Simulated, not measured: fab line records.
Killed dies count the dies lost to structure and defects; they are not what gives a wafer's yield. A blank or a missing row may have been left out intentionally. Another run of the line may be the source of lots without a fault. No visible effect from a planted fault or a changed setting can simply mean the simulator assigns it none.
Which tool did it? || flow n5 finfet || at 1 step of a route of 1938, 11 lots with 33 wafers sampled

== WHAT THE GAUGES SHOWED, per wafer ==
N5_BEOL_M7_OCD_MEAS_38.
{"lot": "L623", "measured": "day 9 02:49", "on": "ocd-01", "trench depth nm (nm)": "93.8 94.3 91.0"}
{"lot": "L628", "measured": "day 10 08:45", "on": "ocd-01", "trench depth nm (nm)": "92.4 94.4 93.9"}
{"lot": "L629", "measured": "day 10 09:45", "on": "ocd-02", "trench depth nm (nm)": "95.2 95.5 95.2"}
{"lot": "L627", "measured": "day 10 14:04", "on": "ocd-01", "trench depth nm (nm)": "93.5 91.5 91.9"}
{"lot": "L630", "measured": "day 10 16:23", "on": "ocd-02", "trench depth nm (nm)": "95.2 95.1 95.1"}
{"lot": "L631", "measured": "day 10 20:23", "on": "ocd-01", "trench depth nm (nm)": "91.6 92.9 94.0"}
{"lot": "L632", "measured": "day 10 22:12", "on": "ocd-01", "trench depth nm (nm)": "92.7 95.5 95.3"}
{"lot": "L633", "measured": "day 11 06:39", "on": "ocd-02", "trench depth nm (nm)": "92.3 94.4 92.9"}
{"lot": "L641", "measured": "day 13 13:31", "on": "ocd-01", "trench depth nm (nm)": "94.0 92.2 93.6"}
{"lot": "L644", "measured": "day 14 04:22", "on": "ocd-01", "trench depth nm (nm)": "95.5 94.3 96.3"}
{"lot": "L646", "measured": "day 14 19:47", "on": "ocd-01", "trench depth nm (nm)": "95.3 94.9 95.0"}

== WHAT TOOL EACH LOT RAN ON (gives the tool, then ch and the chambers of the sampled wafers, and finally the start) ==
There is no process step in the record ahead of these readings.

== THE ANSWER, worked out from the rows above alone ==
Rule: the usual values come from the lots themselves. The widest of any qualifying gaps counts: lots, ordered by their means at a reading, are off when they make up no more than a third of the lots, leave a main group of 4 or more, and stand apart from it by 3 or more times the standard deviation of that group's means. A main group is skipped when, at the precision printed for the reading in the tables above, its means are all equal. A lot without any number at a reading at which 4 lots or more have one is off too. All remaining lots with rows at the step are treated as sound.
No lot is off on any of the readings shown, so nothing can be concluded from this.

== WHAT THE SIMULATOR HAD INSERTED ==
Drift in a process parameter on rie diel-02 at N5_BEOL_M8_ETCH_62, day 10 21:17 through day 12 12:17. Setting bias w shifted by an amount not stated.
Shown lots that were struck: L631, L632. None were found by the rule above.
